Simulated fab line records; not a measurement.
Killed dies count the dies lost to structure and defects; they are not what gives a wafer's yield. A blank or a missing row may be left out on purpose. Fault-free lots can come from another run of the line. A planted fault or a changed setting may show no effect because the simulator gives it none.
Split-lot study :: flow n5-finfet :: route with 1938 steps; 7 lots, 21 wafers read

ON THE SPLIT
At N5_PASSIVATION_PECVD_53 (deposits SiO2 from TEOS/O2, target thk 800 nm, time 169.4 s), the setting temp-c was moved away from the recipe's 400 C on 6 of the 21 wafers read, by -3.3% to +4.3%. The other wafers ran this setting at the recipe's value.

The split's own step is where the reading is taken.

THE READING
SiO2_of_PASSIVATION_PECVD_53.thk-nm (the simulator's own value, which no gauge read), in nm, at N5_PASSIVATION_PECVD_53 (deposits SiO2 from TEOS/O2, target thk 800 nm, time 169.4 s). No usual value for it is given in the file. The 15 wafers here that ran the recipe average 802.1 nm, standard deviation 12 nm.

wafer: L076.1
tool, chamber at the split: pecvd-02, 2
temp-c as run, C: 413.4
against the recipe: +3.3%
SiO2_of_PASSIVATION_PECVD_53.thk-nm, nm: 726.8
against lot-mates on the recipe: -75.4

wafer: L076.4
tool, chamber at the split: pecvd-02, 1
temp-c as run, C: 400
against the recipe: recipe
SiO2_of_PASSIVATION_PECVD_53.thk-nm, nm: 794.8
against lot-mates on the recipe: -

wafer: L076.5
tool, chamber at the split: pecvd-02, 0
temp-c as run, C: 400
against the recipe: recipe
SiO2_of_PASSIVATION_PECVD_53.thk-nm, nm: 809.6
against lot-mates on the recipe: -

wafer: L078.2
tool, chamber at the split: pecvd-03, 0
temp-c as run, C: 400
against the recipe: recipe
SiO2_of_PASSIVATION_PECVD_53.thk-nm, nm: 797.8
against lot-mates on the recipe: -

wafer: L078.5
tool, chamber at the split: pecvd-03, 2
temp-c as run, C: 417.2
against the recipe: +4.3%
SiO2_of_PASSIVATION_PECVD_53.thk-nm, nm: 712.4
against lot-mates on the recipe: -97.4

wafer: L078.6
tool, chamber at the split: pecvd-03, 1
temp-c as run, C: 400
against the recipe: recipe
SiO2_of_PASSIVATION_PECVD_53.thk-nm, nm: 821.8
against lot-mates on the recipe: -

wafer: L079.2
tool, chamber at the split: pecvd-02, 0
temp-c as run, C: 400
against the recipe: recipe
SiO2_of_PASSIVATION_PECVD_53.thk-nm, nm: 794
against lot-mates on the recipe: -

wafer: L079.3
tool, chamber at the split: pecvd-02, 2
temp-c as run, C: 400
against the recipe: recipe
SiO2_of_PASSIVATION_PECVD_53.thk-nm, nm: 783.4
against lot-mates on the recipe: -

wafer: L079.5
tool, chamber at the split: pecvd-02, 1
temp-c as run, C: 387.5
against the recipe: -3.1%
SiO2_of_PASSIVATION_PECVD_53.thk-nm, nm: 871.8
against lot-mates on the recipe: +83.1

wafer: L082.2
tool, chamber at the split: pecvd-02, 0
temp-c as run, C: 400
against the recipe: recipe
SiO2_of_PASSIVATION_PECVD_53.thk-nm, nm: 797.8
against lot-mates on the recipe: -

wafer: L082.4
tool, chamber at the split: pecvd-02, 1
temp-c as run, C: 400
against the recipe: recipe
SiO2_of_PASSIVATION_PECVD_53.thk-nm, nm: 805.8
against lot-mates on the recipe: -

wafer: L082.6
tool, chamber at the split: pecvd-02, 0
temp-c as run, C: 400
against the recipe: recipe
SiO2_of_PASSIVATION_PECVD_53.thk-nm, nm: 811.8
against lot-mates on the recipe: -

wafer: L086.1
tool, chamber at the split: pecvd-04, 2
temp-c as run, C: 408.1
against the recipe: +2.0%
SiO2_of_PASSIVATION_PECVD_53.thk-nm, nm: 750.2
against lot-mates on the recipe: -50.0

wafer: L086.5
tool, chamber at the split: pecvd-04, 0
temp-c as run, C: 408.1
against the recipe: +2.0%
SiO2_of_PASSIVATION_PECVD_53.thk-nm, nm: 768.4
against lot-mates on the recipe: -31.8

wafer: L086.6
tool, chamber at the split: pecvd-04, 2
temp-c as run, C: 400
against the recipe: recipe
SiO2_of_PASSIVATION_PECVD_53.thk-nm, nm: 800.2
against lot-mates on the recipe: -

wafer: L089.4
tool, chamber at the split: pecvd-02, 1
temp-c as run, C: 400
against the recipe: recipe
SiO2_of_PASSIVATION_PECVD_53.thk-nm, nm: 819.2
against lot-mates on the recipe: -

wafer: L089.5
tool, chamber at the split: pecvd-02, 0
temp-c as run, C: 400
against the recipe: recipe
SiO2_of_PASSIVATION_PECVD_53.thk-nm, nm: 816.4
against lot-mates on the recipe: -

wafer: L089.6
tool, chamber at the split: pecvd-02, 2
temp-c as run, C: 386.9
against the recipe: -3.3%
SiO2_of_PASSIVATION_PECVD_53.thk-nm, nm: 870.4
against lot-mates on the recipe: +52.6

wafer: L094.2
tool, chamber at the split: pecvd-04, 1,0
temp-c as run, C: 400
against the recipe: recipe
SiO2_of_PASSIVATION_PECVD_53.thk-nm, nm: 799.2
against lot-mates on the recipe: -

wafer: L094.4
tool, chamber at the split: pecvd-04, 1,0
temp-c as run, C: 400
against the recipe: recipe
SiO2_of_PASSIVATION_PECVD_53.thk-nm, nm: 799.2
against lot-mates on the recipe: -

wafer: L094.3
tool, chamber at the split: pecvd-04, 0
temp-c as run, C: 400
against the recipe: recipe
SiO2_of_PASSIVATION_PECVD_53.thk-nm, nm: 780.4
against lot-mates on the recipe: -
Rows listing several chambers each stand for several wafers; the file does not say which wafer went through which chamber.

THE FIT
A straight line over all 21 wafers: SiO2_of_PASSIVATION_PECVD_53.thk-nm changes by -21.5 nm for each +1% of temp-c; r = -0.96; the points scatter about the line by 11 nm.
The same after taking each lot's own level away (the mean of its wafers on the recipe; 21 wafers): -21.7 nm for each +1%; r = -0.97; scatter 9.1 nm.
On that fit, the largest move of temp-c shifts the reading by 93 nm.
The lots' own levels span 788.70 to 817.80 nm, that is 2.5 times the standard deviation above.
The two slopes are in agreement: the lot-to-lot level therefore moves the slope only a little.
Check: for one of the wafers moved furthest among these (+4.3%), held out of the fit, the line's prediction against its lot-mates is -91.6 nm. It came out at -97.4 nm against them.

THE WHOLE CHAIN: every reading that the file lists as answering this split, in the file's order
step: N5_PASSIVATION_PECVD_53
what it does: deposits SiO2 from TEOS/O2, target thk 800 nm, time 169.4 s
reading: SiO2_of_PASSIVATION_PECVD_53.thk-nm (the simulator's own value, which no gauge read)
change (the file's fit): -21.8 nm for each +1% of the setting
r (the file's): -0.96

step: N5_PASSIVATION_PROBE_49
what it does: 
reading: killed-at-other
change (the file's fit): not straight: 384 at the lowest setting, 7 at the recipe, 2 at the highest
r (the file's): not given

THE FILE'S OWN FIT
SiO2_of_PASSIVATION_PECVD_53.thk-nm changes by -21.8 nm for each +1% of temp-c, r = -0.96.
